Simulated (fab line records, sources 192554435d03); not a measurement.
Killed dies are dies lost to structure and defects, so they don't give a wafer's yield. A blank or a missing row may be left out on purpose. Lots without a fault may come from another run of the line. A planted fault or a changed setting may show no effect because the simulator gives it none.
Which tool did it? | flow n5_finfet | 12 lots, 36 wafers sampled, at 4 steps of a route of 1938

WHAT THE GAUGES READ, wafer by wafer
N5_BEOL_M3_OVL_MEAS_12.
lot  | measured     | on         | M3_OVL (nm)
L075 | day 8 00:46  | overlay-01 | -1.5 -1.5 -1.8
L078 | day 8 13:12  | overlay-01 | -0.3 0.0 -0.7
L074 | day 8 18:49  | overlay-01 | -0.7 0.0 -0.5
L081 | day 9 01:14  | overlay-02 | -0.1 -0.4 0.2
L083 | day 9 05:53  | overlay-01 | -1.0 -0.5 0.2
L085 | day 9 19:24  | overlay-01 | -0.5 -1.7 -2.0
L087 | day 11 21:40 | overlay-01 | -0.7 -1.1 -1.1
L090 | day 11 05:33 | overlay-01 | -0.4 -0.5 0.3
L092 | day 11 23:10 | overlay-02 | -1.5 -1.0 -1.1
L093 | day 12 13:07 | overlay-01 | 0.0 -0.6 -0.6
L095 | day 12 21:41 | overlay-02 | -0.3 -1.1 -1.2
L097 | day 13 02:31 | overlay-02 | -0.1 0.7 0.2

WHICH TOOL RAN EACH LOT (tool, then ch and the chambers of the sampled wafers, then the start)
lot  | N5_BEOL_M2_ALD_84                   | N5_BEOL_M2_ANNEAL_80         | N5_BEOL_M2_SPUTTER_94
L075 | ald_metal-04 ch 0,2, day 7 20:27    | pvd_sputter-02, day 7 21:34  | pvd_sputter-02, day 7 22:49
L078 | ald_metal-04 ch 1,2, day 8 08:36    | pvd_sputter-03, day 8 09:35  | pvd_sputter-03, day 8 10:49
L074 | ald_metal-02 ch 2,3, day 8 13:26    | pvd_sputter-02, day 8 14:13  | pvd_sputter-02, day 8 15:28
L081 | ald_metal-02 ch 1,3, day 8 19:38    | pvd_sputter-01, day 8 21:33  | pvd_sputter-01, day 8 22:47
L083 | ald_metal-01 ch 0,2,3, day 9 01:10  | pvd_sputter-02, day 9 02:22  | pvd_sputter-02, day 9 03:37
L085 | ald_metal-02 ch 0,1, day 9 12:35    | pvd_sputter-02, day 9 14:52  | pvd_sputter-02, day 9 16:07
L087 | ald_metal-01 ch 0,1,3, day 10 16:06 | pvd_sputter-01, day 10 18:33 | pvd_sputter-01, day 11 19:11
L090 | ald_metal-01 ch 0,3, day 11 01:14   | pvd_sputter-03, day 11 02:08 | pvd_sputter-03, day 11 03:22
L092 | ald_metal-02 ch 0,1,3, day 11 18:12 | pvd_sputter-03, day 11 19:05 | pvd_sputter-03, day 11 20:20
L093 | ald_metal-04 ch 0,1,3, day 12 07:40 | pvd_sputter-01, day 12 08:40 | pvd_sputter-01, day 12 09:55
L095 | ald_metal-01 ch 0,1,2, day 12 13:57 | pvd_sputter-03, day 12 16:35 | pvd_sputter-03, day 12 17:49
L097 | ald_metal-02 ch 0,2, day 12 22:05   | pvd_sputter-03, day 12 22:53 | pvd_sputter-03, day 13 00:08
- N5_BEOL_M2_ALD_84: deposits TaN, pulse time 2 s, purge time 3 s, co reactant purge time 2 s.
- N5_BEOL_M2_ANNEAL_80: time 240 s.
- N5_BEOL_M2_SPUTTER_94: material Cu, target thk 4.5 nm, time 8.29 s.

THE ANSWER, worked out from the rows above alone
Rule: what is usual is taken from the lots themselves. Put in order of their means at a reading, lots are off if they are a third of the lots or fewer, leave a main group of 4 or more, and stand apart from it by a gap of 3 or more times the standard deviation of the main group's means; of several such gaps the widest counts. A main group whose means are all the same, to the digits that the tables above print for the reading, isn't used. A lot without any number at a reading at which 4 lots or more have one is off too. The other lots that the step has rows for count as sound.
No lot is off at any reading shown: from this, nothing can be told.

WHAT THE SIMULATOR HAD PUT IN
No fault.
